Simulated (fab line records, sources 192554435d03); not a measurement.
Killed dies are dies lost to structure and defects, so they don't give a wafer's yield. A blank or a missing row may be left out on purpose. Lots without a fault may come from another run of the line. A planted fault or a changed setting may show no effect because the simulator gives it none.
Chamber matching | flow n5_finfet | N5_BEOL_M11_PECVD_70 on pecvd-04: 3 sister chambers
The step deposits SiO2 from TEOS/O2, target thk 20 nm, time 22.7 s. 6 wafers are shown with their chamber, then 7 later ones without.

WAFERS WITH THEIR CHAMBER
wafer  | chamber | throttle_valve_pct (%) | showerhead_plenum_p_Torr (Torr)
L082.6 | 1       | 24.2                   | 8.75
L085.3 | 0       | 22.4                   | 8.79
L085.4 | 0       | 22.4                   | 8.81
L085.6 | 2       | 20.8                   | 8.87
L092.2 | 2       | 21.0                   | 8.90
L092.3 | 1       | 24.2                   | 8.79

WAFERS WITHOUT THEIR CHAMBER
wafer  | throttle_valve_pct (%) | showerhead_plenum_p_Torr (Torr)
L092.6 | 20.8                   | 8.87
L093.1 | 20.8                   | 8.88
L093.2 | 22.3                   | 8.81
L093.6 | 24.1                   | 8.79
L094.1 | 21.2                   | 8.87
L094.2 | 24.0                   | 8.81
L094.6 | 23.9                   | 8.78

WHICH CHAMBER EACH WENT THROUGH
wafer  | from the rows above | in truth
L092.6 | 2                   | 2
L093.1 | 2                   | 2
L093.2 | 0                   | 0
L093.6 | 1                   | 1
L094.1 | 2                   | 2
L094.2 | 1                   | 1
L094.6 | 1                   | 1
Placed correctly: 7 of 7. Can't be placed from these rows: 0. Placed wrongly: 0.
How it was worked out, from the rows above alone: a wafer's distance from a chamber is the root of the sum, over the readings, of the square of ((its reading less the chamber's mean) divided by the reading's scatter). The wafer belongs to the nearest chamber; if the next one is less than 2 further off, it can't be placed. A chamber's mean is the mean of its shown wafers. The scatter: the root of (the sum of the squares of (reading less its chamber's mean) over the shown wafers, divided by (wafers less chambers)).
